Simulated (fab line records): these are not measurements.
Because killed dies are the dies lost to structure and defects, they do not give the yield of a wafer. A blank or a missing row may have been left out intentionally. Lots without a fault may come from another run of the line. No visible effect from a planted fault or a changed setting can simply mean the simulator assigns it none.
Matching of chambers | flow n5 finfet | cvd co-01 running N5_BEOL_M0_PRE_CLEAN_131: 3 sister chambers
The step time 15 s. 27 wafers are shown with their chamber, then 12 later ones without.

== EACH WAFER AND ITS CHAMBER ==
wafer  | chamber | heater power w (W)
L076.1 | 0       | 105
L076.4 | 2       | 78
L076.5 | 1       | 80
L077.3 | 1       | 81
L077.5 | 1       | 82
L077.6 | 0       | 108
L078.1 | 0       | 110
L078.2 | 1       | 81
L078.3 | 0       | 108
L079.2 | 0       | 108
L079.4 | 0       | 109
L079.6 | 1       | 81
L081.2 | 2       | 79
L081.3 | 0       | 110
L081.5 | 0       | 109
L080.1 | 1       | 81
L080.2 | 0       | 106
L080.6 | 1       | 80
L082.4 | 1       | 80
L082.5 | 2       | 79
L082.6 | 0       | 108
L085.2 | 0       | 109
L085.3 | 2       | 79
L085.6 | 0       | 108
L089.2 | 0       | 110
L089.4 | 2       | 79
L089.5 | 0       | 107

SIGNATURES (averages over the wafers above)
reading        | chamber 0 | chamber 1 | chamber 2 | scatter within a chamber
heater power w | 108.21    | 80.75     | 78.80     | 1.17
Rule: a wafer lies at a distance from a chamber equal to the root of the sum of squares, over the readings, of (its reading less the chamber's mean, divided by the reading's scatter). If the next closest chamber is less than 2 further off than the closest, the wafer can't be placed; otherwise it belongs to the closest. The scatter: the root of (the sum of the squares of (reading less its chamber's mean) over the shown wafers, divided by (wafers less chambers)).

== WAFERS WITH NO CHAMBER GIVEN ==
wafer  | heater power w (W)
L091.3 | 108
L091.4 | 110
L091.6 | 80
L092.4 | 81
L092.5 | 106
L092.6 | 77
L093.1 | 82
L093.2 | 78
L093.4 | 106
L095.1 | 81
L095.4 | 81
L095.5 | 80

== CHAMBER TAKEN BY EACH ==
wafer  | from the rows above     | in truth
L091.3 | 0                       | 0
L091.4 | 0                       | 0
L091.6 | can't be placed: 1 or 2 | 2
L092.4 | can't be placed: 1 or 2 | 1
L092.5 | 0                       | 0
L092.6 | can't be placed: 2 or 1 | 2
L093.1 | can't be placed: 1 or 2 | 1
L093.2 | can't be placed: 2 or 1 | 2
L093.4 | 0                       | 0
L095.1 | can't be placed: 1 or 2 | 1
L095.4 | can't be placed: 1 or 2 | 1
L095.5 | can't be placed: 1 or 2 | 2
Placed correctly: 4 of 12. Can't be placed from these rows: 8 (the true chamber is among the candidates in 8). Wrongly placed: 0.
